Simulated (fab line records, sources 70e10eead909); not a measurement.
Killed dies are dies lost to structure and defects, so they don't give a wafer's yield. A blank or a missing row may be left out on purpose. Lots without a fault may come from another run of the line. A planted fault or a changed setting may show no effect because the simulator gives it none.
Which tool did it? | flow nand_harc | 11 lots, 31 wafers sampled, at 6 steps of a route of 1302

WHAT THE GAUGES READ, wafer by wafer
NHARC_A_CHANNEL_HOLE_D1_INSPECT_40.
lot  | measured     | on                | raw_defect_count
L960 | day 9 01:17  | defect_inspect-02 | 112 104 110
L962 | day 10 03:23 | defect_inspect-01 | 40 21 28
L966 | day 12 03:08 | defect_inspect-02 | 458 467
L968 | day 12 22:05 | defect_inspect-01 | 516 548 555 522 555 544
L973 | day 14 23:13 | defect_inspect-01 | 116 95 115
L976 | day 15 14:41 | defect_inspect-02 | 108 87 104
L975 | day 15 15:13 | defect_inspect-02 | 56 80 106
L977 | day 16 04:35 | defect_inspect-01 | 117 103 137
L978 | day 16 17:42 | defect_inspect-02 | 148 111 104
L981 | day 18 00:13 | defect_inspect-02 | 70 65 53
L982 | day 18 08:58 | defect_inspect-02 | 33 63 44

NHARC_END_SORT_01.
lot  | measured     | on        | killed_at_array | killed_at_other | killed_at_periphery | killed_dies | killed_open | killed_short
L966 | day 27 17:50 | prober-01 | 126             | 0               | 0                   | 126         | 2           | 2
L968 | day 28 18:16 | prober-01 | 123 120 125     | 5 2 3           | 4 7 6               | 132 129 134 | 3 1 3       | 5 1 3

WHICH TOOL RAN EACH LOT (tool, then ch and the chambers of the sampled wafers, then the start)
lot  | NHARC_A_CHANNEL_HOLE_D1_ETCH_21  | NHARC_A_CHANNEL_HOLE_D1_ETCH_24  | NHARC_A_CHANNEL_HOLE_D1_ETCH_25  | NHARC_A_CHANNEL_HOLE_D1_ETCH_44
L960 | har_etch-02 ch 0,1, day 8 19:58  | har_etch-02 ch 0,1, day 8 21:42  | har_etch-02 ch 0,1, day 8 22:28  | rie_diel-01 ch 1,2,3, day 9 00:17
L962 | har_etch-01 ch 0,1, day 9 22:04  | har_etch-01 ch 0,1, day 9 23:47  | har_etch-01 ch 0,1, day 10 00:33 | rie_diel-03 ch 0,1,3, day 10 02:25
L966 | har_etch-02 ch 0, day 11 21:59   | har_etch-02 ch 0, day 11 23:47   | har_etch-02 ch 0, day 12 00:35   | rie_diel-03 ch 3, day 12 02:08
L968 | har_etch-02 ch 0, day 12 16:43   | har_etch-02 ch 0, day 12 18:29   | har_etch-02 ch 0, day 12 19:16   | rie_diel-01 ch 0,1,3, day 12 21:07
L973 | har_etch-02 ch 0,1, day 14 18:05 | har_etch-02 ch 0,1, day 14 19:54 | har_etch-02 ch 0,1, day 14 20:42 | rie_diel-01 ch 0,2,3, day 14 22:15
L976 | har_etch-02 ch 0, day 15 09:29   | har_etch-02 ch 0, day 15 11:15   | har_etch-02 ch 0, day 15 12:02   | rie_diel-03 ch 1,3, day 15 13:43
L975 | har_etch-01 ch 0,1, day 15 09:52 | har_etch-01 ch 0,1, day 15 11:34 | har_etch-01 ch 0,1, day 15 12:20 | rie_diel-07 ch 0,2,3, day 15 14:09
L977 | har_etch-02 ch 0,1, day 15 23:16 | har_etch-02 ch 0,1, day 16 00:57 | har_etch-02 ch 0,1, day 16 01:43 | rie_diel-01 ch 0,2,3, day 16 03:37
L978 | har_etch-02 ch 0,1, day 16 12:26 | har_etch-02 ch 0,1, day 16 14:14 | har_etch-02 ch 0,1, day 16 15:03 | rie_diel-01 ch 0,1,2, day 16 16:44
L981 | har_etch-01 ch 0,1, day 17 18:54 | har_etch-01 ch 0,1, day 17 20:44 | har_etch-01 ch 0,1, day 17 21:33 | rie_diel-03 ch 0,1,2, day 17 23:09
L982 | har_etch-02 ch 0,1, day 18 03:40 | har_etch-02 ch 0,1, day 18 05:23 | har_etch-02 ch 0,1, day 18 06:09 | rie_diel-03 ch 0,1,3, day 18 07:59
- NHARC_A_CHANNEL_HOLE_D1_ETCH_21: etches the open film in C4F8/O2/Ar, time 514.3 s, target depth 1600 nm.
- NHARC_A_CHANNEL_HOLE_D1_ETCH_24: etches the open film in C4F8/O2/Ar, time 906.2 s, target depth 1500 nm.
- NHARC_A_CHANNEL_HOLE_D1_ETCH_25: etches the open film in C4F8/O2/Ar, time 1040.2 s, target depth 1500 nm.
- NHARC_A_CHANNEL_HOLE_D1_ETCH_44: etches the open film in CF4/O2, target depth 140 nm, overetch 14 nm, time 77 s.

WHAT THE TOOLS THEMSELVES READ (means of the sampled wafers that have a number; where no wafer has one, the mark that the record gives instead)
NHARC_A_CHANNEL_HOLE_D1_ETCH_21.
lot  | tool        | drypump_motor_current_A (A) | showerhead_plenum_p_Torr (Torr) | temp_c (C) | throttle_valve_pct (%)
L960 | har_etch-02 | 5.98                        | 3.68                            | -20.14     | 32.158
L962 | har_etch-01 | 6.19                        | 3.72                            | -20.01     | 32.161
L966 | har_etch-02 | 5.51                        | 3.74                            | -19.84     | 32.153
L968 | har_etch-02 | 5.55                        | 3.74                            | -19.96     | 32.162
L973 | har_etch-02 | 5.96                        | 3.64                            | -20.07     | 32.159
L976 | har_etch-02 | 5.54                        | 3.72                            | -19.81     | 32.161
L975 | har_etch-01 | 6.17                        | 3.68                            | -20.05     | 32.161
L977 | har_etch-02 | 5.95                        | 3.63                            | -19.98     | 32.156
L978 | har_etch-02 | 5.75                        | 3.66                            | -20.01     | 32.158
L981 | har_etch-01 | 6.18                        | 3.66                            | -19.90     | 32.160
L982 | har_etch-02 | 5.97                        | 3.85                            | -20.12     | 32.156

NHARC_A_CHANNEL_HOLE_D1_ETCH_24.
lot  | tool        | drypump_motor_current_A (A) | showerhead_plenum_p_Torr (Torr) | temp_c (C) | throttle_valve_pct (%)
L960 | har_etch-02 | 5.96                        | 3.68                            | -20.09     | 32.240
L962 | har_etch-01 | 6.19                        | 3.72                            | -19.81     | 32.239
L966 | har_etch-02 | 5.54                        | 3.74                            | -19.94     | 32.239
L968 | har_etch-02 | 5.55                        | 3.73                            | -19.93     | 32.239
L973 | har_etch-02 | 5.95                        | 3.64                            | -19.99     | 32.230
L976 | har_etch-02 | 5.54                        | 3.71                            | -19.96     | 32.225
L975 | har_etch-01 | 6.17                        | 3.68                            | -20.00     | 32.235
L977 | har_etch-02 | 5.97                        | 3.63                            | -20.01     | 32.229
L978 | har_etch-02 | 5.76                        | 3.66                            | -20.07     | 32.247
L981 | har_etch-01 | 6.19                        | 3.66                            | -19.99     | 32.227
L982 | har_etch-02 | 5.96                        | 3.84                            | -19.93     | 32.232

NHARC_A_CHANNEL_HOLE_D1_ETCH_25.
lot  | tool        | drypump_motor_current_A (A) | showerhead_plenum_p_Torr (Torr) | temp_c (C) | throttle_valve_pct (%)
L960 | har_etch-02 | 5.96                        | 3.68                            | -19.98     | 32.234
L962 | har_etch-01 | 6.19                        | 3.72                            | -19.94     | 32.228
L966 | har_etch-02 | 5.56                        | 3.74                            | -20.06     | 32.246
L968 | har_etch-02 | 5.53                        | 3.73                            | -20.02     | 32.246
L973 | har_etch-02 | 5.97                        | 3.64                            | -20.11     | 32.243
L976 | har_etch-02 | 5.53                        | 3.71                            | -20.16     | 32.247
L975 | har_etch-01 | 6.16                        | 3.68                            | -19.95     | 32.238
L977 | har_etch-02 | 5.97                        | 3.63                            | -20.03     | 32.235
L978 | har_etch-02 | 5.75                        | 3.66                            | -19.85     | 32.238
L981 | har_etch-01 | 6.18                        | 3.66                            | -20.03     | 32.232
L982 | har_etch-02 | 5.96                        | 3.84                            | -20.04     | 32.237

NHARC_A_CHANNEL_HOLE_D1_ETCH_44.
lot  | tool        | drypump_motor_current_A (A) | oes_product_au (a.u.) | rf_vpp_V (V) | showerhead_plenum_p_Torr (Torr) | throttle_valve_pct (%)
L960 | rie_diel-01 | 5.2                         | 0.999                 | 198.4        | 1.34                            | 13.388
L962 | rie_diel-03 | 6.2                         | 0.987                 | 198.2        | 1.32                            | 13.396
L966 | rie_diel-03 | 6.2                         | 1.003                 | 196.7        | 1.34                            | 13.401
L968 | rie_diel-01 | 5.6                         | 1.004                 | 197.2        | 1.32                            | 13.402
L973 | rie_diel-01 | 5.7                         | 1.014                 | 197.9        | 1.32                            | 13.402
L976 | rie_diel-03 | 6.3                         | 0.987                 | 198.8        | 1.34                            | 13.407
L975 | rie_diel-07 | 5.6                         | 1.014                 | 198.3        | 1.34                            | 13.406
L977 | rie_diel-01 | 5.7                         | 1.012                 | 196.9        | 1.32                            | 13.403
L978 | rie_diel-01 | 5.4                         | 1.002                 | 197.9        | 1.31                            | 13.405
L981 | rie_diel-03 | 6.1                         | 0.985                 | 197.6        | 1.29                            | 13.399
L982 | rie_diel-03 | 6.2                         | 0.977                 | 198.1        | 1.32                            | 13.395

THE ANSWER, worked out from the rows above alone
Rule: what is usual is taken from the lots themselves. Put in order of their means at a reading, lots are off if they are a third of the lots or fewer, leave a main group of 4 or more, and stand apart from it by a gap of 3 or more times the standard deviation of the main group's means; of several such gaps the widest counts. A main group whose means are all the same, to the digits that the tables above print for the reading, isn't used. A lot without any number at a reading at which 4 lots or more have one is off too. The other lots that the step has rows for count as sound. The gauges are gone through in route order, then the tools' own readings, and for those a lot's mean is taken as printed above. The first step at which some lot is off is used, and at that step the reading that is off furthest; a lot without a number counts as furthest.
Off: L966, L968, at NHARC_A_CHANNEL_HOLE_D1_INSPECT_40 (raw_defect_count). The main group: mean 86, standard deviation 31.
A tool fits if, at a process step before that reading, it ran every lot that is off, and no sound lot after the first of them. The gauges at NHARC_A_CHANNEL_HOLE_D1_INSPECT_40 are tried like those tools. None of those tried fits.

WHAT THE SIMULATOR HAD PUT IN
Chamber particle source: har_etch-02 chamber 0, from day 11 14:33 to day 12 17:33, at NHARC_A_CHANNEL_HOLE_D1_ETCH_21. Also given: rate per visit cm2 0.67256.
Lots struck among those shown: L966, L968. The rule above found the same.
